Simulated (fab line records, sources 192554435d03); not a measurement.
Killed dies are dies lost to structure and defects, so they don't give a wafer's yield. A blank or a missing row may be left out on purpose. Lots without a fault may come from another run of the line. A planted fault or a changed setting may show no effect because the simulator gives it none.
Chamber matching | flow n5_finfet | N5_BEOL_M5_ETCH_62 on rie_diel-05: 4 sister chambers
The step etches SOC in N2/H2, target depth 75 nm, overetch 15 nm, time 112.5 s. 7 wafers are shown with their chamber, then 7 later ones without.

WAFERS WITH THEIR CHAMBER
wafer  | chamber | throttle_valve_pct (%) | drypump_motor_current_A (A)
L082.2 | 2       | 18.15                  | 5.1
L082.3 | 1       | 17.77                  | 5.6
L088.2 | 0       | 18.23                  | 5.9
L088.4 | 1       | 17.78                  | 5.6
L088.6 | 3       | 17.36                  | 5.7
L086.1 | 3       | 17.36                  | 5.8
L086.4 | 2       | 18.17                  | 5.1

WAFERS WITHOUT THEIR CHAMBER
wafer  | throttle_valve_pct (%) | drypump_motor_current_A (A)
L086.5 | 18.16                  | 5.1
L090.2 | 18.17                  | 5.1
L090.3 | 18.23                  | 5.9
L090.4 | 17.80                  | 5.6
L095.2 | 17.82                  | 5.5
L095.3 | 17.39                  | 5.8
L095.6 | 18.19                  | 5.1

WHICH CHAMBER EACH WENT THROUGH
wafer  | from the rows above | in truth
L086.5 | 2                   | 2
L090.2 | 2                   | 2
L090.3 | 0                   | 0
L090.4 | 1                   | 1
L095.2 | 1                   | 1
L095.3 | 3                   | 3
L095.6 | 2                   | 2
Placed correctly: 7 of 7. Can't be placed from these rows: 0. Placed wrongly: 0.
How it was worked out, from the rows above alone: a wafer's distance from a chamber is the root of the sum, over the readings, of the square of ((its reading less the chamber's mean) divided by the reading's scatter). The wafer belongs to the nearest chamber; if the next one is less than 2 further off, it can't be placed. A chamber's mean is the mean of its shown wafers. The scatter: the root of (the sum of the squares of (reading less its chamber's mean) over the shown wafers, divided by (wafers less chambers)).
